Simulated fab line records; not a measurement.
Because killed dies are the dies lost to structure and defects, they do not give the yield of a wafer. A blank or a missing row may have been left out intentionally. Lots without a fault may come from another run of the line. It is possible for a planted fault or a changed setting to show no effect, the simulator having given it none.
What tool caused it? :: flow nand_harc :: 8 lots with 24 wafers sampled at 6 steps, on a route of 1302 steps

## WHAT THE GAUGES SHOWED, per wafer
NHARC_END_WLT_00. Usual: VT_DECK1_BOTTOM 0.869, standard deviation 0.0075; VT_DECK1_BOTTOM_INNER 0.869, standard deviation 0.0079; VT_DECK1_MEDIAN_NEAR_BOTTOM 0.871, standard deviation 0.0074; VT_DECK1_MEDIAN_NEAR_BOTTOM_INNER 0.870, standard deviation 0.0075; VT_DECK1_MIDDLE 0.883, standard deviation 0.008; VT_DECK1_MIDDLE_INNER 0.883, standard deviation 0.0078; VT_DECK1_TOP 0.894, standard deviation 0.0078; VT_DECK1_TOP_INNER 0.895, standard deviation 0.0076; VT_DECK2_BOTTOM 0.869, standard deviation 0.0074; VT_DECK2_BOTTOM_INNER 0.868, standard deviation 0.0079; VT_DECK2_MEDIAN_NEAR_BOTTOM 0.870, standard deviation 0.0074; VT_DECK2_MEDIAN_NEAR_BOTTOM_INNER 0.870, standard deviation 0.0076; VT_DECK2_MIDDLE 0.882, standard deviation 0.0073; VT_DECK2_MIDDLE_INNER 0.882, standard deviation 0.0079; VT_DECK2_TOP 0.893, standard deviation 0.0071; VT_DECK2_TOP_INNER 0.894, standard deviation 0.0076.
lot: L984
measured: day 27 03:10
on: prober-02
VT_DECK1_BOTTOM: 0.872 0.877 0.868
VT_DECK1_BOTTOM_INNER: 0.868 0.878 0.871
VT_DECK1_MEDIAN_NEAR_BOTTOM: 0.876 0.876 0.881
VT_DECK1_MEDIAN_NEAR_BOTTOM_INNER: 0.868 0.877 0.878
VT_DECK1_MIDDLE: 0.891 0.899 0.892
VT_DECK1_MIDDLE_INNER: 0.885 0.887 0.887
VT_DECK1_TOP: 0.898 0.901 0.893
VT_DECK1_TOP_INNER: 0.896 0.897 0.903
VT_DECK2_BOTTOM: 0.867 0.871 0.857
VT_DECK2_BOTTOM_INNER: 0.874 0.869 0.866
VT_DECK2_MEDIAN_NEAR_BOTTOM: 0.873 0.871 0.876
VT_DECK2_MEDIAN_NEAR_BOTTOM_INNER: 0.876 0.870 0.870
VT_DECK2_MIDDLE: 0.875 0.885 0.883
VT_DECK2_MIDDLE_INNER: 0.879 0.885 0.881
VT_DECK2_TOP: 0.898 0.886 0.892
VT_DECK2_TOP_INNER: 0.898 0.891 0.891
flag: 

lot: L985
measured: day 26 18:51
on: prober-02
VT_DECK1_BOTTOM: 0.864 0.868 0.859
VT_DECK1_BOTTOM_INNER: 0.869 0.881 0.857
VT_DECK1_MEDIAN_NEAR_BOTTOM: 0.864 0.875 0.869
VT_DECK1_MEDIAN_NEAR_BOTTOM_INNER: 0.864 0.865 0.863
VT_DECK1_MIDDLE: 0.878 0.887 0.868
VT_DECK1_MIDDLE_INNER: 0.885 0.878 0.872
VT_DECK1_TOP: 0.889 0.891 0.884
VT_DECK1_TOP_INNER: 0.898 0.885 0.895
VT_DECK2_BOTTOM: 0.873 0.878 0.871
VT_DECK2_BOTTOM_INNER: 0.868 0.876 0.870
VT_DECK2_MEDIAN_NEAR_BOTTOM: 0.866 0.879 0.879
VT_DECK2_MEDIAN_NEAR_BOTTOM_INNER: 0.874 0.883 0.872
VT_DECK2_MIDDLE: 0.876 0.889 0.888
VT_DECK2_MIDDLE_INNER: 0.883 0.886 0.891
VT_DECK2_TOP: 0.888 0.895 0.894
VT_DECK2_TOP_INNER: 0.891 0.891 0.893
flag: 

lot: L996
measured: day 30 01:41
on: prober-02
VT_DECK1_BOTTOM: 0.858 0.861 0.863
VT_DECK1_BOTTOM_INNER: 0.854 0.857 0.857
VT_DECK1_MEDIAN_NEAR_BOTTOM: 0.862 0.858 0.848
VT_DECK1_MEDIAN_NEAR_BOTTOM_INNER: 0.849 0.865 0.861
VT_DECK1_MIDDLE: 0.876 0.873 0.873
VT_DECK1_MIDDLE_INNER: 0.871 0.874 0.877
VT_DECK1_TOP: 0.886 0.897 0.886
VT_DECK1_TOP_INNER: 0.893 0.896 0.893
VT_DECK2_BOTTOM: 0.877 0.872 0.874
VT_DECK2_BOTTOM_INNER: 0.875 0.866 0.875
VT_DECK2_MEDIAN_NEAR_BOTTOM: 0.876 0.867 0.873
VT_DECK2_MEDIAN_NEAR_BOTTOM_INNER: 0.871 0.865 0.877
VT_DECK2_MIDDLE: 0.885 0.889 0.886
VT_DECK2_MIDDLE_INNER: 0.896 0.889 0.883
VT_DECK2_TOP: 0.901 0.903 0.904
VT_DECK2_TOP_INNER: 0.896 0.893 0.898
flag: 

lot: L100
measured: day 31 03:14
on: prober-01
VT_DECK1_BOTTOM: 0.858 0.874 0.868 0.867 0.870 0.879
VT_DECK1_BOTTOM_INNER: 0.863 0.871 0.870 0.868 0.871 0.870
VT_DECK1_MEDIAN_NEAR_BOTTOM: 0.869 0.871 0.875 0.866 0.872 0.868
VT_DECK1_MEDIAN_NEAR_BOTTOM_INNER: 0.866 0.871 0.867 0.867 0.877 0.868
VT_DECK1_MIDDLE: 0.876 0.869 0.888 0.886 0.885 0.886
VT_DECK1_MIDDLE_INNER: 0.886 0.882 0.888 0.877 0.887 0.883
VT_DECK1_TOP: 0.890 0.885 0.901 0.895 0.894 0.890
VT_DECK1_TOP_INNER: 0.888 0.896 0.889 0.896 0.895 0.896
VT_DECK2_BOTTOM: 0.976 0.963 0.962 0.972 0.970 0.967
VT_DECK2_BOTTOM_INNER: 0.976 0.962 0.967 0.971 0.974 0.959
VT_DECK2_MEDIAN_NEAR_BOTTOM: 0.976 0.970 0.960 0.974 0.974 0.954
VT_DECK2_MEDIAN_NEAR_BOTTOM_INNER: 0.975 0.981 0.968 0.980 0.960 0.979
VT_DECK2_MIDDLE: 0.983 0.983 0.993 0.993 0.984 0.980
VT_DECK2_MIDDLE_INNER: 0.996 0.983 0.983 0.997 0.985 0.977
VT_DECK2_TOP: 0.993 0.997 1.002 1.008 1.004 0.996
VT_DECK2_TOP_INNER: 1.000 1.003 0.996 0.998 1.002 0.997
flag: OFF

lot: L101
measured: day 31 10:27
on: prober-02
VT_DECK1_BOTTOM: 0.860 0.864 0.857 0.853 0.869 0.857
VT_DECK1_BOTTOM_INNER: 0.868 0.864 0.865 0.865 0.866 0.861
VT_DECK1_MEDIAN_NEAR_BOTTOM: 0.858 0.858 0.866 0.855 0.865 0.857
VT_DECK1_MEDIAN_NEAR_BOTTOM_INNER: 0.868 0.872 0.863 0.865 0.865 0.860
VT_DECK1_MIDDLE: 0.875 0.874 0.882 0.873 0.866 0.872
VT_DECK1_MIDDLE_INNER: 0.877 0.874 0.875 0.872 0.877 0.878
VT_DECK1_TOP: 0.881 0.884 0.884 0.887 0.886 0.884
VT_DECK1_TOP_INNER: 0.885 0.887 0.892 0.886 0.888 0.883
VT_DECK2_BOTTOM: 0.978 0.977 0.973 0.968 0.974 0.974
VT_DECK2_BOTTOM_INNER: 0.972 0.983 0.975 0.968 0.971 0.971
VT_DECK2_MEDIAN_NEAR_BOTTOM: 0.968 0.973 0.978 0.965 0.973 0.971
VT_DECK2_MEDIAN_NEAR_BOTTOM_INNER: 0.971 0.978 0.974 0.976 0.979 0.974
VT_DECK2_MIDDLE: 0.995 0.992 0.993 0.989 0.986 0.995
VT_DECK2_MIDDLE_INNER: 1.000 0.984 0.987 0.982 0.996 0.984
VT_DECK2_TOP: 1.009 1.014 1.005 1.009 1.001 1.003
VT_DECK2_TOP_INNER: 1.004 1.014 1.005 1.007 1.002 1.008
flag: OFF

lot: L103
measured: day 33 02:39
on: prober-02
VT_DECK1_BOTTOM: 0.884 0.881 0.886
VT_DECK1_BOTTOM_INNER: 0.879 0.883 0.881
VT_DECK1_MEDIAN_NEAR_BOTTOM: 0.882 0.880 0.878
VT_DECK1_MEDIAN_NEAR_BOTTOM_INNER: 0.886 0.876 0.880
VT_DECK1_MIDDLE: 0.902 0.893 0.894
VT_DECK1_MIDDLE_INNER: 0.895 0.894 0.895
VT_DECK1_TOP: 0.906 0.908 0.909
VT_DECK1_TOP_INNER: 0.904 0.902 0.906
VT_DECK2_BOTTOM: 0.870 0.866 0.873
VT_DECK2_BOTTOM_INNER: 0.867 0.867 0.874
VT_DECK2_MEDIAN_NEAR_BOTTOM: 0.871 0.872 0.873
VT_DECK2_MEDIAN_NEAR_BOTTOM_INNER: 0.866 0.865 0.877
VT_DECK2_MIDDLE: 0.882 0.884 0.891
VT_DECK2_MIDDLE_INNER: 0.879 0.886 0.875
VT_DECK2_TOP: 0.889 0.901 0.899
VT_DECK2_TOP_INNER: 0.895 0.892 0.894
flag: 

lot: L105
measured: day 33 09:12
on: prober-01
VT_DECK1_BOTTOM: 0.883 0.878 0.881
VT_DECK1_BOTTOM_INNER: 0.892 0.881 0.874
VT_DECK1_MEDIAN_NEAR_BOTTOM: 0.885 0.873 0.881
VT_DECK1_MEDIAN_NEAR_BOTTOM_INNER: 0.887 0.881 0.888
VT_DECK1_MIDDLE: 0.887 0.891 0.894
VT_DECK1_MIDDLE_INNER: 0.891 0.882 0.889
VT_DECK1_TOP: 0.897 0.901 0.898
VT_DECK1_TOP_INNER: 0.903 0.902 0.897
VT_DECK2_BOTTOM: 0.879 0.869 0.882
VT_DECK2_BOTTOM_INNER: 0.874 0.873 0.872
VT_DECK2_MEDIAN_NEAR_BOTTOM: 0.879 0.879 0.875
VT_DECK2_MEDIAN_NEAR_BOTTOM_INNER: 0.885 0.883 0.881
VT_DECK2_MIDDLE: 0.894 0.886 0.883
VT_DECK2_MIDDLE_INNER: 0.894 0.887 0.886
VT_DECK2_TOP: 0.899 0.891 0.900
VT_DECK2_TOP_INNER: 0.893 0.908 0.904
flag: 

lot: L106
measured: day 34 11:26
on: prober-01
VT_DECK1_BOTTOM: 0.878 0.872 0.879
VT_DECK1_BOTTOM_INNER: 0.868 0.882 0.875
VT_DECK1_MEDIAN_NEAR_BOTTOM: 0.867 0.885 0.872
VT_DECK1_MEDIAN_NEAR_BOTTOM_INNER: 0.872 0.879 0.873
VT_DECK1_MIDDLE: 0.884 0.893 0.890
VT_DECK1_MIDDLE_INNER: 0.884 0.885 0.893
VT_DECK1_TOP: 0.900 0.905 0.899
VT_DECK1_TOP_INNER: 0.909 0.911 0.910
VT_DECK2_BOTTOM: 0.863 0.859 0.872
VT_DECK2_BOTTOM_INNER: 0.855 0.862 0.856
VT_DECK2_MEDIAN_NEAR_BOTTOM: 0.864 0.861 0.871
VT_DECK2_MEDIAN_NEAR_BOTTOM_INNER: 0.868 0.868 0.864
VT_DECK2_MIDDLE: 0.873 0.884 0.878
VT_DECK2_MIDDLE_INNER: 0.875 0.885 0.878
VT_DECK2_TOP: 0.881 0.889 0.888
VT_DECK2_TOP_INNER: 0.887 0.887 0.893
flag: 

NHARC_END_SORT_01. Usual: killed_at_array 54, standard deviation 18; killed_at_other 0.7, standard deviation 0.87; killed_at_periphery 3.7, standard deviation 2.5; killed_dies 59, standard deviation 19; killed_open 3.3, standard deviation 2; killed_short 2.6, standard deviation 1.6.
lot: L984
measured: day 27 06:28
on: prober-02
killed_at_array: 51 46 41
killed_at_other: 2 0 1
killed_at_periphery: 1 2 2
killed_dies: 54 48 44
killed_open: 7 1 5
killed_short: 3 2 4
flag: 

lot: L985
measured: day 26 21:51
on: prober-02
killed_at_array: 52 44 40
killed_at_other: 1 0 0
killed_at_periphery: 1 2 2
killed_dies: 54 46 42
killed_open: 2 3 1
killed_short: 2 2 2
flag: 

lot: L996
measured: day 30 04:58
on: prober-02
killed_at_array: 53 58 51
killed_at_other: 1 3 3
killed_at_periphery: 4 1 1
killed_dies: 58 62 55
killed_open: 3 1 1
killed_short: 4 4 0
flag: 

lot: L100
measured: day 31 17:01
on: prober-01
killed_at_array: 30 26 21
killed_at_other: 0 1 0
killed_at_periphery: 4 3 2
killed_dies: 34 30 23
killed_open: 3 3 0
killed_short: 2 2 1
flag: 

lot: L101
measured: day 31 23:07
on: prober-02
killed_at_array: 72 62 66
killed_at_other: 1 0 0
killed_at_periphery: 4 4 1
killed_dies: 77 66 67
killed_open: 4 1 3
killed_short: 4 3 3
flag: 

lot: L103
measured: day 33 05:38
on: prober-02
killed_at_array: 65 49 42
killed_at_other: 3 0 3
killed_at_periphery: 3 6 4
killed_dies: 71 55 49
killed_open: 4 5 3
killed_short: 3 2 4
flag: 

lot: L105
measured: day 33 12:49
on: prober-01
killed_at_array: 32 22 30
killed_at_other: 0 0 0
killed_at_periphery: 3 4 0
killed_dies: 35 26 30
killed_open: 4 2 2
killed_short: 6 2 2
flag: 

lot: L106
measured: day 34 14:26
on: prober-01
killed_at_array: 58 68 61
killed_at_other: 2 3 1
killed_at_periphery: 2 4 5
killed_dies: 62 75 67
killed_open: 6 5 2
killed_short: 1 3 2
flag: 

## TOOL THAT RAN EACH LOT (tool first, then ch and the chambers of the sampled wafers, then the start)
lot: L984
NHARC_A_CHANNEL_HOLE_D2_ETCH_22: har_etch-01 ch 0,1, day 13 12:44
NHARC_A_CHANNEL_HOLE_D2_ETCH_27: har_etch-01 ch 0,1, day 13 15:47
NHARC_A_CHANNEL_FILL_D2_CVD_05: lpcvd_poly-01 ch 0, day 14 20:33
NHARC_A_CHANNEL_FILL_D2_ETCHBACK_08: rie_diel-03 ch 0,1,2, day 27 03:10 or earlier

lot: L985
NHARC_A_CHANNEL_HOLE_D2_ETCH_22: har_etch-01 ch 0,1, day 14 23:19
NHARC_A_CHANNEL_HOLE_D2_ETCH_27: har_etch-01 ch 0,1, day 15 02:26
NHARC_A_CHANNEL_FILL_D2_CVD_05: lpcvd_poly-01 ch 0, day 16 06:49
NHARC_A_CHANNEL_FILL_D2_ETCHBACK_08: rie_diel-03 ch 2,3, day 26 18:51 or earlier

lot: L996
NHARC_A_CHANNEL_HOLE_D2_ETCH_22: har_etch-02 ch 0,1, day 19 08:01
NHARC_A_CHANNEL_HOLE_D2_ETCH_27: har_etch-02 ch 0,1, day 19 11:05
NHARC_A_CHANNEL_FILL_D2_CVD_05: lpcvd_poly-01 ch 0, day 20 14:55
NHARC_A_CHANNEL_FILL_D2_ETCHBACK_08: rie_diel-04 ch 0,2,3, day 30 01:41 or earlier

lot: L100
NHARC_A_CHANNEL_HOLE_D2_ETCH_22: har_etch-02 ch 0,1, day 20 13:27
NHARC_A_CHANNEL_HOLE_D2_ETCH_27: har_etch-02 ch 0,1, day 20 16:34
NHARC_A_CHANNEL_FILL_D2_CVD_05: lpcvd_poly-01 ch 0, day 21 21:24
NHARC_A_CHANNEL_FILL_D2_ETCHBACK_08: rie_diel-03 ch 0,2,3, day 31 03:14 or earlier

lot: L101
NHARC_A_CHANNEL_HOLE_D2_ETCH_22: har_etch-01 ch 0,1, day 20 15:10
NHARC_A_CHANNEL_HOLE_D2_ETCH_27: har_etch-01 ch 0,1, day 20 18:17
NHARC_A_CHANNEL_FILL_D2_CVD_05: lpcvd_poly-01 ch 0, day 21 21:24
NHARC_A_CHANNEL_FILL_D2_ETCHBACK_08: rie_diel-13 ch 1,2, day 31 10:27 or earlier

lot: L103
NHARC_A_CHANNEL_HOLE_D2_ETCH_22: har_etch-01 ch 0,1, day 22 02:53
NHARC_A_CHANNEL_HOLE_D2_ETCH_27: har_etch-01 ch 0,1, day 22 06:00
NHARC_A_CHANNEL_FILL_D2_CVD_05: lpcvd_poly-04 ch 0, day 23 15:42
NHARC_A_CHANNEL_FILL_D2_ETCHBACK_08: rie_diel-03 ch 0,1,2, day 33 02:39 or earlier

lot: L105
NHARC_A_CHANNEL_HOLE_D2_ETCH_22: har_etch-02 ch 0,1, day 22 05:12
NHARC_A_CHANNEL_HOLE_D2_ETCH_27: har_etch-02 ch 0,1, day 22 08:10
NHARC_A_CHANNEL_FILL_D2_CVD_05: lpcvd_poly-04 ch 0, day 23 15:42
NHARC_A_CHANNEL_FILL_D2_ETCHBACK_08: rie_diel-13 ch 0,1,3, day 33 09:12 or earlier

lot: L106
NHARC_A_CHANNEL_HOLE_D2_ETCH_22: har_etch-02 ch 0,1, day 23 04:40
NHARC_A_CHANNEL_HOLE_D2_ETCH_27: har_etch-02 ch 0,1, day 23 07:47
NHARC_A_CHANNEL_FILL_D2_CVD_05: lpcvd_poly-02 ch 0, day 24 11:44
NHARC_A_CHANNEL_FILL_D2_ETCHBACK_08: rie_diel-03 ch 1,2,3, day 34 11:26 or earlier
- NHARC_A_CHANNEL_HOLE_D2_ETCH_22: etches the open film in C4F8/O2/Ar, time 666.7 s, target depth 1600 nm.
- NHARC_A_CHANNEL_HOLE_D2_ETCH_27: etches the open film in C4F8/O2/Ar, time 90 s, target depth 400 nm.
- NHARC_A_CHANNEL_FILL_D2_CVD_05: deposits poly-Si, target thk 5 nm.
- NHARC_A_CHANNEL_FILL_D2_ETCHBACK_08: etches the open film in C4F8, target depth 220 nm, time 110 s.

## AS READ BY THE TOOLS THEMSELVES (means over the sampled wafers that have a number; for cases with no such wafer, the mark the record gives instead)
NHARC_A_CHANNEL_HOLE_D2_ETCH_22. Usual: drypump_motor_current_A 5.9 A, standard deviation 0.65; o2_flow_sccm 35.70 sccm, standard deviation 0.11; oes_air_line_au 0.999 a.u., standard deviation 0.024; showerhead_plenum_p_Torr 3.62 Torr, standard deviation 0.2; throttle_valve_pct 32.156 %, standard deviation 0.0099.
lot: L984
tool: har_etch-01
drypump_motor_current_A (A): 5.7
o2_flow_sccm (sccm): 35.70
oes_air_line_au (a.u.): 0.997
showerhead_plenum_p_Torr (Torr): 3.50
throttle_valve_pct (%): 32.153
flag: 

lot: L985
tool: har_etch-01
drypump_motor_current_A (A): 5.7
o2_flow_sccm (sccm): 35.76
oes_air_line_au (a.u.): 1.020
showerhead_plenum_p_Torr (Torr): 3.49
throttle_valve_pct (%): 32.156
flag: 

lot: L996
tool: har_etch-02
drypump_motor_current_A (A): 5.6
o2_flow_sccm (sccm): 35.66
oes_air_line_au (a.u.): 1.005
showerhead_plenum_p_Torr (Torr): 3.92
throttle_valve_pct (%): 32.162
flag: 

lot: L100
tool: har_etch-02
drypump_motor_current_A (A): 5.6
o2_flow_sccm (sccm): 35.81
oes_air_line_au (a.u.): 1.009
showerhead_plenum_p_Torr (Torr): 3.91
throttle_valve_pct (%): 32.153
flag: 

lot: L101
tool: har_etch-01
drypump_motor_current_A (A): 5.7
o2_flow_sccm (sccm): 35.71
oes_air_line_au (a.u.): 1.011
showerhead_plenum_p_Torr (Torr): 3.45
throttle_valve_pct (%): 32.154
flag: 

lot: L103
tool: har_etch-01
drypump_motor_current_A (A): 5.7
o2_flow_sccm (sccm): 35.58
oes_air_line_au (a.u.): 1.003
showerhead_plenum_p_Torr (Torr): 3.44
throttle_valve_pct (%): 32.162
flag: 

lot: L105
tool: har_etch-02
drypump_motor_current_A (A): 5.6
o2_flow_sccm (sccm): 35.63
oes_air_line_au (a.u.): 1.003
showerhead_plenum_p_Torr (Torr): 3.90
throttle_valve_pct (%): 32.156
flag: 

lot: L106
tool: har_etch-02
drypump_motor_current_A (A): 6.1
o2_flow_sccm (sccm): 35.94
oes_air_line_au (a.u.): 0.991
showerhead_plenum_p_Torr (Torr): 3.89
throttle_valve_pct (%): 32.146
flag: 

NHARC_A_CHANNEL_HOLE_D2_ETCH_27. Usual: drypump_motor_current_A 5.9 A, standard deviation 0.66; o2_flow_sccm 83.30 sccm, standard deviation 0.24; oes_air_line_au 1.002 a.u., standard deviation 0.02; showerhead_plenum_p_Torr 3.66 Torr, standard deviation 0.21; throttle_valve_pct 27.620 %, standard deviation 0.0092.
lot: L984
tool: har_etch-01
drypump_motor_current_A (A): 5.7
o2_flow_sccm (sccm): 83.42
oes_air_line_au (a.u.): 1.015
showerhead_plenum_p_Torr (Torr): 3.54
throttle_valve_pct (%): 27.624
flag: 

lot: L985
tool: har_etch-01
drypump_motor_current_A (A): 5.7
o2_flow_sccm (sccm): 83.33
oes_air_line_au (a.u.): 1.010
showerhead_plenum_p_Torr (Torr): 3.52
throttle_valve_pct (%): 27.620
flag: 

lot: L996
tool: har_etch-02
drypump_motor_current_A (A): 5.6
o2_flow_sccm (sccm): 83.27
oes_air_line_au (a.u.): 1.000
showerhead_plenum_p_Torr (Torr): 3.96
throttle_valve_pct (%): 27.616
flag: 

lot: L100
tool: har_etch-02
drypump_motor_current_A (A): 5.6
o2_flow_sccm (sccm): 83.33
oes_air_line_au (a.u.): 0.999
showerhead_plenum_p_Torr (Torr): 3.95
throttle_valve_pct (%): 27.621
flag: 

lot: L101
tool: har_etch-01
drypump_motor_current_A (A): 5.7
o2_flow_sccm (sccm): 83.32
oes_air_line_au (a.u.): 0.993
showerhead_plenum_p_Torr (Torr): 3.48
throttle_valve_pct (%): 27.621
flag: 

lot: L103
tool: har_etch-01
drypump_motor_current_A (A): 5.7
o2_flow_sccm (sccm): 83.39
oes_air_line_au (a.u.): 1.011
showerhead_plenum_p_Torr (Torr): 3.47
throttle_valve_pct (%): 27.627
flag: 

lot: L105
tool: har_etch-02
drypump_motor_current_A (A): 5.6
o2_flow_sccm (sccm): 83.08
oes_air_line_au (a.u.): 1.005
showerhead_plenum_p_Torr (Torr): 3.94
throttle_valve_pct (%): 27.619
flag: 

lot: L106
tool: har_etch-02
drypump_motor_current_A (A): 6.1
o2_flow_sccm (sccm): 83.22
oes_air_line_au (a.u.): 1.004
showerhead_plenum_p_Torr (Torr): 3.93
throttle_valve_pct (%): 27.621
flag: 

NHARC_A_CHANNEL_FILL_D2_CVD_05. Usual: spike_tc_bottom_C 571.8 C, standard deviation 1.6; spike_tc_centre_C 550.0 C, standard deviation 0.96; spike_tc_lower_C 550.1 C, standard deviation 0.98; spike_tc_top_C 569.1 C, standard deviation 1.4; spike_tc_upper_C 550.0 C, standard deviation 1; tube_center_temp_C 550 C, standard deviation 0.054.
lot: L984
tool: lpcvd_poly-01
spike_tc_bottom_C (C): 572.4
spike_tc_centre_C (C): 550.3
spike_tc_lower_C (C): 550.2
spike_tc_top_C (C): 568.8
spike_tc_upper_C (C): 550.1
tube_center_temp_C (C): 550
flag: 

lot: L985
tool: lpcvd_poly-01
spike_tc_bottom_C (C): 572.3
spike_tc_centre_C (C): 549.7
spike_tc_lower_C (C): 550.0
spike_tc_top_C (C): 567.6
spike_tc_upper_C (C): 549.7
tube_center_temp_C (C): 550
flag: 

lot: L996
tool: lpcvd_poly-01
spike_tc_bottom_C (C): 573.3
spike_tc_centre_C (C): 549.5
spike_tc_lower_C (C): 550.1
spike_tc_top_C (C): 567.8
spike_tc_upper_C (C): 549.8
tube_center_temp_C (C): 550
flag: 

lot: L100
tool: lpcvd_poly-01
spike_tc_bottom_C (C): 586.8
spike_tc_centre_C (C): 565.9
spike_tc_lower_C (C): 566.8
spike_tc_top_C (C): 583.3
spike_tc_upper_C (C): 565.5
tube_center_temp_C (C): 566
flag: OFF

lot: L101
tool: lpcvd_poly-01
spike_tc_bottom_C (C): 587.1
spike_tc_centre_C (C): 564.8
spike_tc_lower_C (C): 565.4
spike_tc_top_C (C): 582.3
spike_tc_upper_C (C): 565.5
tube_center_temp_C (C): 565
flag: OFF

lot: L103
tool: lpcvd_poly-04
spike_tc_bottom_C (C): 569.4
spike_tc_centre_C (C): 549.7
spike_tc_lower_C (C): 549.8
spike_tc_top_C (C): 570.1
spike_tc_upper_C (C): 550.8
tube_center_temp_C (C): 550
flag: 

lot: L105
tool: lpcvd_poly-04
spike_tc_bottom_C (C): 569.3
spike_tc_centre_C (C): 550.5
spike_tc_lower_C (C): 549.0
spike_tc_top_C (C): 570.5
spike_tc_upper_C (C): 550.7
tube_center_temp_C (C): 550
flag: 

lot: L106
tool: lpcvd_poly-02
spike_tc_bottom_C (C): 571.7
spike_tc_centre_C (C): 549.3
spike_tc_lower_C (C): 549.6
spike_tc_top_C (C): 570.0
spike_tc_upper_C (C): 549.3
tube_center_temp_C (C): 550
flag: 

NHARC_A_CHANNEL_FILL_D2_ETCHBACK_08. Usual: oes_product_au 0.96 a.u., standard deviation 0.035; rf_vpp_V 440.3 V, standard deviation 2.3.
lot: L984
tool: rie_diel-03
oes_product_au (a.u.): 0.99
rf_vpp_V (V): 439.8
flag: 

lot: L985
tool: rie_diel-03
oes_product_au (a.u.): 0.92
rf_vpp_V (V): 439.7
flag: 

lot: L996
tool: rie_diel-04
oes_product_au (a.u.): 0.92
rf_vpp_V (V): 443.0
flag: 

lot: L100
tool: rie_diel-03
oes_product_au (a.u.): 0.96
rf_vpp_V (V): 438.8
flag: 

lot: L101
tool: rie_diel-13
oes_product_au (a.u.): 1.00
rf_vpp_V (V): 439.9
flag: 

lot: L103
tool: rie_diel-03
oes_product_au (a.u.): 0.99
rf_vpp_V (V): 439.3
flag: 

lot: L105
tool: rie_diel-13
oes_product_au (a.u.): 0.92
rf_vpp_V (V): 441.3
flag: 

lot: L106
tool: rie_diel-03
oes_product_au (a.u.): 0.99
rf_vpp_V (V): 438.7
flag: 

## THE ANSWER, worked out from the rows above alone
Rule: take the mean of a lot's wafers that have a number; if it is more than 3 standard deviations from the usual mean, the lot is off. Also off: a lot with no number at a reading for which 4 or more lots have one. All remaining lots with rows at the step are treated as sound. The gauges are gone through in route order, then the tools' own readings, and for those a lot's mean is taken as printed above. The first step at which some lot is off is used, and at that step the reading that is off furthest; a lot without a number counts as furthest.
Off: L100, L101, seen at NHARC_END_WLT_00 (VT_DECK2_TOP).
If a tool, at a process step before that reading, ran all the lots that are off and no sound lot after the first of them, it fits. The gauges at NHARC_END_WLT_00 aren't tried: what is off there is off at NHARC_A_CHANNEL_FILL_D2_CVD_05 too, on other tools, and a gauge's error can't cause that. NHARC_A_CHANNEL_FILL_D2_ETCHBACK_08 gives no start for some lots, so the hours and the order of its lots are those of NHARC_END_WLT_00. One fits: lpcvd_poly-01 at NHARC_A_CHANNEL_FILL_D2_CVD_05. Its last sound lot is L996 (day 20 14:55), its first lot that is off L100 (day 21 21:24): a fault that began between those two fits.
The tool's own readings at NHARC_A_CHANNEL_FILL_D2_CVD_05 bear it out: on the lots that are off they differ by more than 5 times the standard deviation of the sound lots' means. spike_tc_bottom_C reads 587.0 C there against 571.4 C on the sound lots; spike_tc_centre_C reads 565.3 C there against 549.8 C on the sound lots; spike_tc_lower_C reads 566.1 C there against 549.8 C on the sound lots; spike_tc_top_C reads 582.8 C there against 569.1 C on the sound lots; spike_tc_upper_C reads 565.5 C there against 550.1 C on the sound lots; tube_center_temp_C reads 566 C there against 550 C on the sound lots.

## WHAT THE SIMULATOR PUT IN
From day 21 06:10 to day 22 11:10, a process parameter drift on lpcvd_poly-01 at NHARC_A_CHANNEL_FILL_D2_CVD_05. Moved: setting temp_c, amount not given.
Shown lots that were struck: L100, L101. This agrees with what the rule above found.
